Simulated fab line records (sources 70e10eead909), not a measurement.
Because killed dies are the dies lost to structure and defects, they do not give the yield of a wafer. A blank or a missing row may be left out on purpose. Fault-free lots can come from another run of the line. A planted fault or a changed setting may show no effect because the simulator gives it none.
fab line records	flow nand-harc	part 1 of 2: steps 1 to 4 of 6
record lots=24	wafers=72	last-day=25
route steps=1159 shown A_STAIRCASE@619
lots untouched by any fault: they come from a run of this same line in which no faults occurred
start-h: hours from the record's first day to the start of the lot's first wafer shown	wait-h: time in hours since the lot's previous step	" repeats the value in the row above	L1.1+2: several wafers, shown together as one row	- no value present, or no start provided	* or withheld: withheld	< > ~ a bound
route shown NAME@n: names a module that has steps shown in the file, with the first one's number in the route	usual: mean/standard deviation of fault-free wafers	same: alike in all rows	chamber/n: place in a boat	sites: readings site by site	_std_site: the standard deviation of these	_edge_site: mean of outer sites minus mean of inner sites	radius-mm: for every site, how far away it sits from the centre of the wafer	mask NAME#n: copy n	behind: the last tool/chamber to shape the wafer	hold: cause of the lot's hold/its duration in hours/its outcome	device: the n, p or np transistor that did not switch	end of line: tests of these same wafers at the route's end	for a step that has no rows: nothing shown but its recipe	killed: not the wafer's yield, but the dies lost to structure and defects at the first sort	map: shows each die of a wafer: x if killed, . if not, _ if none is there
set.NAME: the run value of the setting; set.NAME@STEP: its run value at that earlier step	model.NAME: the simulator's own value behind a step, which no gauge read
route steps across a sampled set of lots; one table per step, one row per wafer
services: from which hour (start-h, from the record's first day; less than 0 if before it) a tool's chamber was out of use, for how many hours, and why
## steps
# step NHARC_A_STAIRCASE_ETCH_225
# recipe target-depth-a=1000	time-s=40.5	ion-energy-ev=400	c4f8-flow-sccm=20	o2-flow-sccm=10	ar-flow-sccm=withheld	rf-w=600	bias-w=1000	chemistry=C4F8/O2
# usual oes-product-au=0.938/0.013	rf-vpp-V=895/5.8
# same time-s=40.5
lot.wafer	tool	chamber	start-h	wait-h	oes-product-au	rf-hours-counter-h	rf-vpp-V
L074.2	rie-diel-02	3	-	-	0.932	33	886
L074.3	"	0	"	"	0.926	37	900
L074.1	"	1	"	"	0.939	36	896
L075.1	rie-diel-05	1	-	-	0.950	31	890
L075.2	"	2	"	"	0.938	25	898
L075.3	"	3	"	"	0.912	26	899
L077.1	rie-diel-13	2	-	-	0.949	58	901
L077.3	"	0	"	"	0.933	54	895
L077.6	"	1	"	"	0.927	-	888
L076.1	rie-diel-02	2	-	-	0.947	39	905
L076.4	"	0	"	"	0.938	40	900
L076.6	"	1	"	"	0.931	-	897
L079.2	rie-diel-13	3	-	-	0.919	57	887
L079.1	"	1	"	"	0.917	54	886
L079.6	"	2	"	"	0.942	-	900
L078.3	rie-diel-13	2	-	-	0.950	63	901
L078.1	"	1	"	"	0.948	57	886
L078.6	"	3	"	"	0.947	-	887
L081.3	rie-diel-13	1	-	-	0.940	0	889
L081.4	"	2	"	"	0.954	0	900
L081.2	"	3	"	"	0.935	0	887
L083.4	rie-diel-13	2	-	-	0.957	3	901
L083.3	"	3	"	"	0.933	3	887
L083.1	"	1	"	"	0.924	2	887
L080.4	rie-diel-05	1	-	-	0.916	46	891
L080.3	"	2	"	"	0.911	38	899
L080.1	"	3	"	"	0.901	39	899
L082.3	rie-diel-05	0	-	-	0.953	49	895
L082.1	"	1	"	"	0.933	48	890
L082.5	"	3	"	"	0.924	-	899
L084.2	rie-diel-02	2	-	-	0.943	54	905
L084.3	"	1	"	"	0.931	54	897
L084.4	"	1	"	"	0.941	-	897
L089.3	rie-diel-13	3	-	-	0.935	12	886
L089.5	"	1	"	"	0.920	-	888
L089.6	"	2	"	"	0.942	-	901
L085.1	rie-diel-05	2	-	-	0.939	47	898
L085.4	"	3	"	"	0.929	51	900
L085.3	"	0	"	"	0.935	60	897
L086.3	rie-diel-02	0	-	-	0.928	62	898
L086.4	"	3	"	"	0.953	61	885
L086.6	"	0	"	"	0.939	-	899
L087.4	rie-diel-02	1	-	-	0.920	65	896
L087.5	"	2	"	"	0.935	-	904
L087.6	"	3	"	"	0.941	-	886
L088.2	rie-diel-05	0	-	-	0.922	63	895
L088.4	"	1	"	"	0.929	60	890
L088.1	"	2	"	"	0.913	50	899
L091.2	rie-diel-02	1	-	-	0.946	5	896
L091.3	"	0	"	"	0.949	5	898
L091.4	"	0	"	"	0.946	-	899
L090.2	rie-diel-05	1	-	-	0.948	3	891
L090.6	"	2	"	"	0.936	-	898
L090.5	"	3	"	"	0.954	-	898
L093.3	rie-diel-13	0	-	-	0.946	30	895
L093.2	"	1	"	"	0.928	30	888
L093.6	"	1	"	"	0.934	-	888
L094.2	rie-diel-05	0	-	-	0.939	4	896
L094.3	"	1	"	"	0.953	4	890
L094.5	"	0	"	"	0.938	-	896
L092.2	rie-diel-05	1	-	-	0.951	5	890
L092.5	"	0	"	"	0.934	-	897
L092.6	"	1	"	"	0.952	-	890
L096.4	rie-diel-02	1	-	-	0.934	16	896
L096.6	"	3	"	"	0.949	-	905
L096.5	"	0	"	"	0.941	-	899
L095.4	rie-diel-05	2	-	-	0.945	8	900
L095.1	"	3	"	"	0.958	9	899
L095.2	"	0	"	"	0.932	10	895
L097.2	rie-diel-13	3	-	-	0.934	41	887
L097.1	"	1	"	"	0.911	41	887
L097.5	"	3	"	"	0.932	-	886
# step NHARC_A_STAIRCASE_ETCH_230
# recipe target-depth-a=1000	time-s=40.5	ion-energy-ev=400	c4f8-flow-sccm=20	o2-flow-sccm=10	ar-flow-sccm=withheld	rf-w=600	bias-w=1000	chemistry=C4F8/O2
# usual oes-product-au=0.941/0.018	rf-vpp-V=895/5.5
# same time-s=40.5
lot.wafer	tool	chamber	start-h	wait-h	oes-product-au	rf-hours-counter-h	rf-vpp-V
L074.3	rie-diel-05	0	-	-	0.913	31	896
L074.1	"	1	"	"	0.922	30	892
L074.2	"	2	"	"	0.912	24	899
L075.2	rie-diel-02	0	-	-	0.963	38	901
L075.3	"	1	"	"	0.963	38	895
L075.1	"	3	"	"	0.958	37	887
L077.3	rie-diel-13	3	-	-	0.923	57	888
L077.1	"	0	"	"	0.930	55	896
L077.6	"	2	"	"	0.932	-	899
L076.1	rie-diel-02	1	-	-	0.939	40	897
L076.4	"	0	"	"	0.945	40	899
L076.6	"	1	"	"	0.940	-	895
L079.1	rie-diel-13	0	-	-	0.946	56	896
L079.2	"	1	"	"	0.927	54	888
L079.6	"	1	"	"	0.933	-	889
L078.1	rie-diel-13	2	-	-	0.956	63	901
L078.3	"	3	"	"	0.939	60	887
L078.6	"	1	"	"	0.938	-	886
L081.4	rie-diel-13	2	-	-	0.944	1	901
L081.3	"	3	"	"	0.938	1	887
L081.2	"	0	"	"	0.936	1	895
L083.3	rie-diel-02	0	-	-	0.938	53	899
L083.4	"	1	"	"	0.946	51	896
L083.1	"	2	"	"	0.948	50	906
L080.3	rie-diel-13	0	-	-	0.951	4	896
L080.4	"	1	"	"	0.958	4	888
L080.1	"	3	"	"	0.947	4	886
L082.3	rie-diel-13	3	-	-	0.960	5	887
L082.1	"	0	"	"	0.983	5	897
L082.5	"	3	"	"	0.974	-	887
L084.2	rie-diel-02	2	-	-	0.951	54	905
L084.3	"	3	"	"	0.937	54	887
L084.4	"	2	"	"	0.950	-	904
L089.3	rie-diel-05	1	-	-	0.927	55	891
L089.5	"	0	"	"	0.935	-	895
L089.6	"	1	"	"	0.924	-	892
L085.1	rie-diel-02	1	-	-	0.935	64	896
L085.3	"	3	"	"	0.950	60	887
L085.4	"	0	"	"	0.967	61	898
L086.4	rie-diel-05	3	-	-	0.913	52	898
L086.3	"	2	"	"	0.910	47	898
L086.6	"	0	"	"	0.917	-	895
L087.4	rie-diel-02	0	-	-	0.937	62	899
L087.6	"	2	"	"	0.951	-	906
L087.5	"	3	"	"	0.932	-	886
L088.1	rie-diel-05	1	-	-	0.928	61	892
L088.4	"	2	"	"	0.917	51	899
L088.2	"	3	"	"	0.900	55	899
L091.2	rie-diel-02	1	-	-	0.930	6	896
L091.3	"	2	"	"	0.948	6	906
L091.4	"	2	"	"	0.942	-	905
L090.2	rie-diel-05	0	-	-	0.936	4	895
L090.5	"	2	"	"	0.940	-	898
L090.6	"	3	"	"	0.949	-	897
L093.3	rie-diel-13	3	-	-	0.944	31	887
L093.2	"	2	"	"	0.943	24	899
L093.6	"	3	"	"	0.949	-	886
L094.3	rie-diel-05	3	-	-	0.939	5	900
L094.2	"	1	"	"	0.943	4	891
L094.5	"	0	"	"	0.929	-	895
L092.2	rie-diel-05	2	-	-	0.931	6	898
L092.6	"	0	"	"	0.936	-	896
L092.5	"	1	"	"	0.946	-	889
L096.4	rie-diel-05	3	-	-	0.977	9	898
L096.5	"	0	"	"	0.955	-	896
L096.6	"	1	"	"	0.989	-	891
L095.1	rie-diel-05	0	-	-	0.950	10	895
L095.2	"	1	"	"	0.958	9	890
L095.4	"	3	"	"	0.959	10	899
L097.2	rie-diel-13	0	-	-	0.932	42	894
L097.1	"	1	"	"	0.932	41	885
L097.5	"	2	"	"	0.941	-	900
# step NHARC_A_STAIRCASE_DESCUM_252
# recipe time-s=3	o2-flow-sccm=200	ar-flow-sccm=0	bias-power-w=0	chemistry=O2
# usual drypump-motor-current-A=5.7/0.4	oes-product-au=0.995/0.01	rf-vpp-V=57.9/0.83	showerhead-plenum-p-Torr=1.91/0.091	throttle-valve-pct=11.312/0.0091
# same time-s=3
lot.wafer	tool	chamber	start-h	wait-h	drypump-motor-current-A	oes-product-au	rf-hours-counter-h	rf-vpp-V	showerhead-plenum-p-Torr	throttle-valve-pct
L074.1	rie-diel-05	0	255.14	-	6.3	0.996	32	58.0	1.92	11.313
L074.2	"	1	"	"	5.6	1.000	31	57.5	1.83	11.295
L074.3	"	2	"	"	5.7	0.978	25	57.5	1.96	11.307
L075.2	rie-diel-05	2	257.80	-	5.7	0.992	26	58.4	1.96	11.319
L075.1	"	3	"	"	5.3	0.980	27	58.5	1.96	11.318
L075.3	"	0	"	"	6.3	1.001	33	58.7	1.92	11.305
L076.1	rie-diel-13	1	262.91	-	5.8	0.979	55	57.5	1.78	11.303
L076.4	"	3	"	"	6.1	0.976	58	58.0	1.78	11.325
L076.6	"	1	"	"	5.7	0.987	-	56.8	1.78	11.299
L077.1	rie-diel-02	0	263.30	-	5.6	1.000	41	57.3	1.96	11.324
L077.3	"	1	"	"	6.1	1.002	41	58.2	1.93	11.319
L077.6	"	0	"	"	5.6	0.998	-	57.2	1.96	11.332
L079.1	rie-diel-13	0	264.50	-	5.6	0.990	56	58.8	1.91	11.309
L079.2	"	1	"	"	5.8	0.974	55	57.9	1.78	11.323
L079.6	"	1	"	"	5.8	0.975	-	57.0	1.78	11.299
L078.1	rie-diel-05	1	271.06	-	5.6	0.998	38	57.8	1.83	11.324
L078.3	"	3	"	"	5.3	0.982	32	58.6	1.96	11.309
L078.6	"	1	"	"	5.6	0.995	-	56.2	1.83	11.310
L081.4	rie-diel-02	0	290.32	-	5.6	0.989	52	58.2	1.96	11.322
L081.2	"	1	"	"	6.1	0.980	50	56.9	1.92	11.328
L081.3	"	3	"	"	6.3	0.991	49	56.0	1.76	11.304
L083.4	rie-diel-02	2	296.29	-	5.0	1.012	52	58.6	2.06	11.321
L083.3	"	3	"	"	6.3	0.994	52	56.6	1.76	11.316
L083.1	"	0	"	"	5.6	0.996	54	58.3	1.96	11.315
L080.3	rie-diel-13	0	298.69	-	5.6	0.998	5	58.0	1.91	11.314
L080.1	"	1	"	"	5.8	0.998	4	57.0	1.78	11.315
L080.4	"	3	"	"	6.1	1.000	5	57.6	1.77	11.323
L082.1	rie-diel-02	2	301.77	-	5.0	1.002	53	58.8	2.06	11.317
L082.3	"	1	"	"	6.1	0.980	54	58.5	1.92	11.329
L082.5	"	1	"	"	6.1	0.981	-	56.5	1.92	11.300
L084.3	rie-diel-02	2	305.59	-	5.0	1.004	55	58.6	2.06	11.323
L084.2	"	3	"	"	6.3	0.993	55	58.7	1.76	11.310
L084.4	"	2	"	"	5.0	1.015	-	58.5	2.06	11.315
L089.3	rie-diel-05	1	324.33	-	5.6	1.003	57	57.4	1.82	11.315
L089.5	"	0	"	"	6.2	0.993	-	58.1	1.91	11.301
L089.6	"	1	"	"	5.6	0.999	-	58.2	1.82	11.306
L085.1	rie-diel-05	0	325.57	-	6.3	0.996	61	58.4	1.91	11.320
L085.4	"	1	"	"	5.6	0.991	57	56.7	1.82	11.311
L085.3	"	3	"	"	5.3	0.995	52	57.9	1.96	11.313
L086.3	rie-diel-05	0	327.58	-	6.3	1.005	62	59.8	1.91	11.324
L086.4	"	1	"	"	5.6	1.013	58	58.0	1.82	11.304
L086.6	"	0	"	"	6.3	1.009	-	57.2	1.91	11.311
L087.4	rie-diel-05	0	327.89	-	6.3	1.002	62	58.2	1.91	11.312
L087.5	"	2	"	"	5.7	0.989	-	58.1	1.95	11.304
L087.6	"	3	"	"	5.3	0.993	-	59.3	1.96	11.325
L088.1	rie-diel-02	1	337.63	-	6.1	0.990	0	58.3	1.92	11.315
L088.2	"	2	"	"	5.0	0.997	0	59.6	2.05	11.309
L088.4	"	3	"	"	6.3	1.007	0	59.8	2.08	11.298
L091.3	rie-diel-13	0	351.50	-	5.6	0.986	26	56.8	1.91	11.322
L091.2	"	3	"	"	6.1	0.996	26	56.9	1.77	11.313
L091.4	"	0	"	"	5.6	0.988	-	57.3	1.91	11.324
L090.2	rie-diel-13	1	359.64	-	5.8	0.989	31	56.7	1.77	11.305
L090.5	"	0	"	"	5.6	0.992	-	58.7	1.90	11.326
L090.6	"	1	"	"	5.7	0.984	-	58.2	1.77	11.313
L093.3	rie-diel-02	1	361.52	-	6.1	0.992	12	57.6	1.91	11.313
L093.2	"	2	"	"	5.0	1.011	13	58.2	2.05	11.304
L093.6	"	0	"	"	5.6	1.007	-	58.6	1.95	11.299
L094.3	rie-diel-02	2	362.22	-	5.0	1.014	13	58.5	2.05	11.307
L094.2	"	3	"	"	6.3	1.000	3	60.2	2.08	11.315
L094.5	"	1	"	"	6.1	0.998	-	57.2	1.91	11.300
L092.2	rie-diel-05	3	365.39	-	5.3	1.017	8	57.8	1.95	11.309
L092.6	"	1	"	"	5.6	0.998	-	57.2	1.82	11.305
L092.5	"	2	"	"	5.7	0.985	-	59.3	1.95	11.303
L096.4	rie-diel-13	0	372.19	-	5.6	0.982	36	57.5	1.90	11.313
L096.5	"	2	"	"	5.3	1.014	-	57.3	1.97	11.325
L096.6	"	3	"	"	6.1	0.990	-	56.9	1.76	11.314
L095.2	rie-diel-02	2	374.37	-	5.0	1.005	16	57.0	2.05	11.314
L095.1	"	3	"	"	6.3	1.002	6	59.0	2.07	11.302
L095.4	"	1	"	"	6.1	0.995	17	57.1	1.91	11.295
L097.1	rie-diel-02	0	387.62	-	5.6	1.013	23	58.0	1.95	11.308
L097.2	"	3	"	"	6.3	1.005	12	57.0	2.07	11.311
L097.5	"	1	"	"	6.1	0.988	-	56.5	1.91	11.308
# step NHARC_A_STAIRCASE_ETCH_453
# recipe target-depth-a=300	overetch-a=30	time-s=16.5	ion-energy-ev=100	cf4-flow-sccm=80	o2-flow-sccm=20	ar-flow-sccm=0	rf-w=300	bias-w=100	chemistry=CF4/O2
# usual drypump-motor-current-A=5.7/0.34	oes_f_703_au=1.000/0.0045	oes-product-au=0.995/0.012	rf-vpp-V=197.6/1.5	showerhead-plenum-p-Torr=1.32/0.058	throttle-valve-pct=13.398/0.0092
# same time-s=16.5
lot.wafer	tool	chamber	start-h	wait-h	drypump-motor-current-A	oes_f_703_au	oes-product-au	rf-hours-counter-h	rf-vpp-V	showerhead-plenum-p-Torr	throttle-valve-pct
L074.3	rie-diel-13	0	-	-	5.6	1.000	1.000	56	196.6	1.34	13.393
L074.2	"	2	"	"	5.3	1.004	0.991	60	199.3	1.38	13.399
L074.1	"	3	"	"	6.1	0.994	0.989	58	197.4	1.24	13.399
L075.3	rie-diel-02	3	-	-	6.3	1.000	1.005	41	196.3	1.23	13.410
L075.1	"	1	"	"	6.1	0.997	0.995	44	198.7	1.34	13.408
L075.2	"	2	"	"	5.0	1.002	1.013	43	199.9	1.44	13.380
L076.4	rie-diel-05	3	-	-	5.3	1.004	0.992	32	197.3	1.37	13.405
L076.1	"	0	"	"	6.3	0.995	0.995	39	199.3	1.34	13.409
L076.6	"	2	"	"	5.7	0.999	0.983	-	198.8	1.37	13.410
L077.1	rie-diel-02	1	-	-	6.1	1.003	0.991	45	199.6	1.34	13.401
L077.3	"	2	"	"	5.0	0.998	1.008	44	200.3	1.44	13.386
L077.6	"	0	"	"	5.5	0.993	0.997	-	198.8	1.37	13.404
L079.1	rie-diel-13	0	-	-	5.6	0.996	1.000	59	196.7	1.34	13.386
L079.2	"	3	"	"	6.1	0.993	0.987	61	194.4	1.24	13.383
L079.6	"	0	"	"	5.6	1.003	0.998	-	197.1	1.34	13.398
L078.3	rie-diel-05	2	-	-	5.6	0.994	0.983	34	198.6	1.37	13.384
L078.1	"	1	"	"	5.6	1.001	0.996	41	198.0	1.28	13.400
L078.6	"	2	"	"	5.6	0.996	0.981	-	198.4	1.37	13.408
L081.4	rie-diel-05	0	-	-	6.3	0.999	0.993	50	197.8	1.34	13.399
L081.2	"	1	"	"	5.6	1.000	1.006	49	196.7	1.28	13.395
L081.3	"	3	"	"	5.3	1.002	0.993	42	197.8	1.37	13.414
L083.1	rie-diel-13	1	-	-	5.8	0.996	0.979	8	195.1	1.24	13.398
L083.4	"	2	"	"	5.3	0.996	1.004	7	198.7	1.38	13.394
L083.3	"	0	"	"	5.6	0.999	0.994	8	197.4	1.33	13.394
L080.1	rie-diel-05	3	-	-	5.3	1.007	0.983	45	197.7	1.37	13.391
L080.3	"	0	"	"	6.3	1.002	0.999	54	199.0	1.34	13.390
L080.4	"	1	"	"	5.6	0.998	1.003	52	195.5	1.27	13.385
L082.3	rie-diel-05	2	-	-	5.6	0.997	0.993	44	198.8	1.36	13.396
L082.1	"	0	"	"	6.3	1.004	1.009	56	199.1	1.34	13.412
L082.5	"	2	"	"	5.7	1.005	0.978	-	198.6	1.36	13.407
L084.3	rie-diel-05	1	-	-	5.6	0.997	0.992	54	196.4	1.28	13.405
L084.2	"	3	"	"	5.3	0.999	1.001	47	199.1	1.37	13.400
L084.4	"	0	"	"	6.3	0.994	0.999	56	196.8	1.34	13.405
L089.3	rie-diel-05	2	-	-	5.6	0.999	0.997	52	199.4	1.36	13.391
L089.6	"	1	"	"	5.6	0.995	0.992	-	196.0	1.27	13.374
L089.5	"	2	"	"	5.6	0.997	1.000	-	199.0	1.36	13.400
L085.3	rie-diel-13	2	-	-	5.3	1.005	1.014	19	197.3	1.37	13.388
L085.4	"	3	"	"	6.1	1.003	1.001	19	196.7	1.24	13.422
L085.1	"	0	"	"	5.6	0.996	0.992	19	196.5	1.33	13.412
L086.4	rie-diel-13	1	-	-	5.8	0.991	0.979	20	196.1	1.24	13.402
L086.3	"	3	"	"	6.0	1.000	0.988	21	195.7	1.24	13.394
L086.6	"	1	"	"	5.8	1.002	0.984	-	195.3	1.24	13.396
L087.4	rie-diel-13	1	-	-	5.8	1.004	0.975	21	196.1	1.24	13.394
L087.6	"	2	"	"	5.3	1.003	1.013	-	199.5	1.37	13.396
L087.5	"	3	"	"	6.1	1.002	0.992	-	194.3	1.24	13.397
L088.1	rie-diel-05	3	-	-	5.3	1.003	1.017	0	198.1	1.36	13.418
L088.4	"	0	"	"	6.3	0.996	0.988	0	197.5	1.33	13.395
L088.2	"	1	"	"	5.6	0.990	1.010	0	196.0	1.27	13.402
L091.4	rie-diel-13	3	-	-	6.1	1.002	0.997	32	196.0	1.23	13.398
L091.2	"	1	"	"	5.8	1.003	0.980	31	197.4	1.24	13.398
L091.3	"	2	"	"	5.3	0.996	1.017	25	198.9	1.37	13.404
L090.2	rie-diel-13	3	-	-	6.1	1.000	0.994	35	196.4	1.23	13.387
L090.6	"	0	"	"	5.6	1.003	0.989	-	197.1	1.33	13.389
L090.5	"	1	"	"	5.8	0.999	0.986	-	195.0	1.24	13.392
L093.3	rie-diel-13	3	-	-	6.0	0.997	0.992	35	195.0	1.23	13.416
L093.2	"	0	"	"	5.6	1.005	0.980	36	198.0	1.33	13.424
L093.6	"	0	"	"	5.6	0.999	0.982	-	197.2	1.33	13.398
L094.2	rie-diel-05	2	-	-	5.7	1.000	0.988	9	198.5	1.36	13.412
L094.3	"	3	"	"	5.3	0.998	1.022	10	198.8	1.36	13.385
L094.5	"	1	"	"	5.6	1.006	1.013	-	196.5	1.27	13.399
L092.2	rie-diel-13	1	-	-	5.8	1.006	0.978	39	196.1	1.24	13.405
L092.6	"	0	"	"	5.6	0.996	0.985	-	199.9	1.33	13.415
L092.5	"	1	"	"	5.8	1.003	0.983	-	195.3	1.24	13.386
L096.4	rie-diel-13	1	-	-	5.8	1.000	0.976	41	195.1	1.24	13.412
L096.6	"	2	"	"	5.3	0.992	0.998	-	197.6	1.37	13.392
L096.5	"	3	"	"	6.0	1.000	0.991	-	196.2	1.23	13.402
L095.4	rie-diel-05	3	-	-	5.3	0.997	1.024	17	198.3	1.36	13.399
L095.1	"	0	"	"	6.3	0.995	1.000	16	199.0	1.33	13.398
L095.2	"	2	"	"	5.6	0.985	0.995	16	198.1	1.36	13.414
L097.2	rie-diel-02	3	-	-	6.3	0.994	1.008	13	201.2	1.44	13.403
L097.1	"	1	"	"	6.1	1.005	0.989	25	197.9	1.33	13.392
L097.5	"	3	"	"	6.3	0.999	1.013	-	201.0	1.44	13.405
